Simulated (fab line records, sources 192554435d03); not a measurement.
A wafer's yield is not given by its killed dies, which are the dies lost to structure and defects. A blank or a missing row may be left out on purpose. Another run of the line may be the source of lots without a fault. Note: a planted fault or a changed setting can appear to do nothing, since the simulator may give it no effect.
Comparing a struck lot with a sound one | flow n5_finfet | 34 out of 1938 route steps
Sound: wafers L731.1, L731.3, L731.5. Struck: wafer L739.2 (left out: L739.5, L739.6 of the same lot, which were not struck); the cause appears at the end.
Per side, at each step with rows, come the tool, then ch with its chambers, and then its first start. Under that, the readings that differ: sound wafers | struck wafers | difference of the means | sigmas: that difference in standard deviations of wafers without a fault.
alike: a reading whose means differ by less than 2 such deviations, as well as words and numbers matching on both sides. not compared: withheld readings; readings where some wafer has no value; bounds like >300 that might hide an equal value; numbers whose values overlap and for which the record gives no deviation.
Wherever a step has rows on one side only, a row that says differs or no value, or a row with sigmas, the two part there. Numbers that don't overlap but have no deviation are shown without sigmas and don't part them. Lack of a reading on every wafer of one side parts them only where that side has two or more wafers.

first, 9 steps without rows for these wafers: N5_BEOL_M7_EXPOSE_25 (exposes mask V6, target cd 40 nm); N5_BEOL_M7_PEB_26 (peb time 60 s); N5_BEOL_M7_DEVELOP_27 (develop time 30 s); N5_BEOL_M7_DESCUM_33 (chemistry O2, time 7 s); N5_BEOL_M7_ETCH_72 (etches underlayer in N2/H2, target depth 6.5 nm, time 5.2 s); N5_BEOL_M7_ETCH_65 (etches SiARC in CF4, target depth 15.6 nm, time 26 s); N5_BEOL_M7_ETCH_66 (etches SOC in N2/H2, target depth 80 nm, overetch 16 nm, time 120 s); N5_BEOL_M7_STRIP_69 (strips in N2/H2); N5_BEOL_M7_STRIP_73 (strips in N2/H2).
N5_BEOL_M7_VIA_ETCH_34: etches SiCOH lowk in C4F6/O2, target depth 125.5 nm, time 50.5 s.
  sound on rie_diel-01 ch 0,3, day 9 11:43; struck on rie_diel-01 ch 1, day 12 20:31
  reading                     | sound       | struck | difference | sigmas
  drypump_motor_current_A (A) | 5.9 6.4 5.9 | 5.2    | -0.9       | -2
  alike: oes_product_au, rf_fwd_power_W, rf_vpp_V, showerhead_plenum_p_Torr, throttle_valve_pct
  not compared: rf_hours_counter_h
then, 23 steps without rows for these wafers: N5_BEOL_M7_STRIP_76 (strips in C4F6/O2); N5_BEOL_M7_STRIP_36 (strips in N2/H2); N5_BEOL_M7_TRENCH_ETCH_37 (etches SiCOH lowk in C4F6/O2, target depth 93.478 nm, time 31.2 s); N5_BEOL_M7_ETCH_41 (etches SiCN in CH3F/O2, target depth 31.9 nm, time 57.8 s); N5_BEOL_M7_STRIP_80 (strips in N2/H2, time 10 s); N5_BEOL_M7_HM_STRIP_39 (strips TiN in peroxide tin strip, target depth 25 nm, time 158 s); N5_BEOL_M7_SRD_40 (time 30 s); N5_BEOL_M7_PRECLEAN_42 (cleans in residue remover, time 60 s); N5_BEOL_M7_SRD_43 (time 30 s); N5_BEOL_M7_CURE_75 (cures SiCOH lowk, time 120 s); N5_BEOL_M7_DEGAS_44 (time 60 s); N5_BEOL_M7_PRE_CLEAN_45 (time 30 s); N5_BEOL_M7_ALD_77 (deposits TaN, target thk 2 nm, pulse time 2 s, purge time 3 s); N5_BEOL_M7_SURFACE_TREAT_79; N5_BEOL_M7_CVD_78 (deposits Co from CCTBA/H2, target thk 2 nm, time 142.3 s); N5_BEOL_M7_SPUTTER_48 (material Cu, target thk 10 nm, time 1.667 s); N5_BEOL_M7_ECD_50 (material Cu, target thk 300 nm); N5_BEOL_M7_ANNEAL_51 (time 90 s); N5_BEOL_M7_CMP_52 (polishes, stops on SiCOH lowk, t overpolish 6.9 s, target thk 80 nm); N5_BEOL_M7_PRE_CLEAN_55 (time 15 s); N5_BEOL_M7_DEP_56 (deposits SiCN from 3MS/NH3, target thk 10 nm, time 17.5 s); N5_BEOL_M8_ILD_DEP_00 (deposits SiCOH lowk from DEMS/porogen, target thk 179.75 nm, time 33.4 s); N5_BEOL_M8_CURE_74 (cures SiCOH lowk, time 240 s).
-- the record jumps here: 4 days lie between the struck wafers' starts before and after (it left off in module BEOL_M8 and takes up again in module PASSIVATION, whose first step shown is number 1936 of the route) --
N5_PASSIVATION_PROBE_49:
  sound on prober-01, day 12 11:48; struck on prober-02, day 16 10:38
  reading                  | sound          | struck | difference | sigmas
  defect_limited_yield (%) | 92.5 92.3 90.9 | 80.9   | -11.0      | -8
  killed_at_M4_up          | 5 9 10         | 147    | +139       | +30
  killed_dies              | 89 91 107      | 225    | +129       | +8
  sort_bin_5_function (%)  | 3.7 4.7 5.4    | 12.5   | +7.9       | +8
  sort_n_pass              | 1091 1089 1073 | 955    | -129       | -5
  sort_yield_pct (%)       | 92.5 92.3 90.9 | 80.9   | -11.0      | -6
  alike: killed_at_M0_to_M3, killed_at_contacts, killed_at_front_end, killed_at_other, killed_open, killed_short, sort_bin_6_memory

## WHERE THEY PART
At N5_BEOL_M7_VIA_ETCH_34 first; at N5_PASSIVATION_PROBE_49 last (within this record only).

WHY: what had been put in by the simulator
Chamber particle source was rie_diel-01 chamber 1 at N5_BEOL_M7_VIA_ETCH_34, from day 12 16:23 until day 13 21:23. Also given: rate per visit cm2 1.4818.
